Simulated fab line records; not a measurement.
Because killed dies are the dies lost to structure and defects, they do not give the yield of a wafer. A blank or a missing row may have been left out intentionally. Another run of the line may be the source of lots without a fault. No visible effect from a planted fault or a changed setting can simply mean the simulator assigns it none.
Comparing a struck lot with a sound one | flow nand harc | 17 out of 1159 route steps
Sound: these wafers, L952.2, L952.5, L952.6. Struck: wafers L950.1, L950.3, L950.5. The cause is named last.
Order at every step that has rows: each side's tool, ch and its chambers, its first start. Under that, the readings that differ: sound wafers | struck wafers | difference of the means | sigmas: that difference in standard deviations of wafers without a fault.
alike: words and numbers the same on both sides, and readings whose means are apart by under 2 such deviations; not compared: readings that were withheld, readings missing a value for some wafer, numbers with overlapping values and no deviation given by the record, and bounds like >300 which may hide the same value.
The two part at a step that has a row with sigmas, a row that says differs or no value, or rows on one side only. Numbers that have no deviation but don't overlap get no sigmas and don't part them. A reading that every wafer of one side lacks parts them only if that side has two wafers or more.

NHARC_A_M1_INSPECT_11:
  sound: defect inspect-02 at day 22 02:03; struck: defect inspect-02 at day 20 12:07
  alike: raw defect count
NHARC_A_M1_DESCUM_14: chemistry O2, time 3 s.
  sound on rie diel-12 ch 2,3, day 22 02:07; struck on rie diel-12 ch 0,3, day 20 12:12
  alike: drypump motor current A, mfc ar sccm, oes product au, rf vpp V, showerhead plenum p Torr, throttle valve pct
  not compared: rf hours counter h
then, 2 steps without rows for these wafers: NHARC_A_M1_ETCH_35 (etches the open film in N2/H2, target depth 40 nm, overetch 12 nm, time 43.94 s); NHARC_A_M1_ETCH_15 (etches the open film in C4F8/Ar, target depth 182.5 nm, time 91.2 s).
NHARC_A_M1_CD_MEAS_16:
  sound: cd sem-03 at day 22 02:25; struck: cd sem-02 at day 20 12:30
  alike: cd nm
NHARC_A_M1_STRIP_18: strips in N2/H2.
  sound on rie diel-08 ch 0,3, day 22 02:31; struck on rie diel-08 ch 1,3, day 20 12:36
  alike: drypump motor current A, mfc ar sccm, oes product au, rf vpp V, showerhead plenum p Torr, throttle valve pct
  not compared: rf hours counter h
then, 2 steps without rows for these wafers: NHARC_A_M1_ETCH_28 (etches the open film in CF4/N2, target depth 30 nm, time 72.99 s); NHARC_A_M1_STRIP_19 (strips in post etch residue remover, time 600 s).
NHARC_A_M1_DEGAS_29: time 60 s.
  sound: pvd sputter-01 at day 22 03:09; struck: pvd sputter-03 at day 20 13:13
  alike: heater power w
NHARC_A_M1_PRE_CLEAN_30: time 30 s.
  sound on pvd sputter-01; struck on pvd sputter-03
  alike: heater power w
then, 1 step without rows for these wafers: NHARC_A_M1_PVD_20 (deposits TaN, target thk 5 nm, time 8.06 s).
NHARC_A_M1_PVD_21: deposits Cu, target thk 30 nm, time 20.49 s.
  sound on pvd sputter-01; struck on pvd sputter-03
  alike: throttle valve pct
NHARC_A_M1_ECD_22: material Cu, target thk 400 nm.
  sound on ecd cu-01 ch 0,1, day 22 03:29; struck on ecd cu-01 ch 0,1, day 20 13:35
  no value came back on the struck wafers for bath heat duty pct (%), bath temp c (C); on the sound wafers bath heat duty pct (%) reads 7.1 6.9 6.7
then, 1 step without rows for these wafers: NHARC_A_M1_ANNEAL_31 (time 90 s).
NHARC_A_M1_CMP_23: polishes, t overpolish 20 s, target thk 154.34 nm.
  sound on cmp-02 ch 0,1,3, day 22 04:16; struck on cmp-04 ch 1,2,3, day 20 14:22
  reading                | sound          | struck      | difference | sigmas
  time to endpoint s (s) | 27.6 28.7 28.1 | 5.2 0.1 4.8 | -24.8      | -9
  alike: motor current A, retaining ring pressure frac, slurry flow ml min
NHARC_A_M1_THK_MEAS_24: measures by xrf.
  sound: film metro-01 at day 22 04:32; struck: film metro-01 at day 20 14:37
  reading     | sound             | struck         | difference | sigmas
  thk nm (nm) | 152.1 154.3 154.0 | 31.3 30.7 31.4 | -122.3     | -87
next, for these wafers, 1 step has no rows: NHARC_A_M1_SRD_25.

WHERE THEY PART
Last at NHARC_A_M1_THK_MEAS_24 as far as this record goes, first at NHARC_A_M1_ECD_22.

WHY: what had been put in by the simulator
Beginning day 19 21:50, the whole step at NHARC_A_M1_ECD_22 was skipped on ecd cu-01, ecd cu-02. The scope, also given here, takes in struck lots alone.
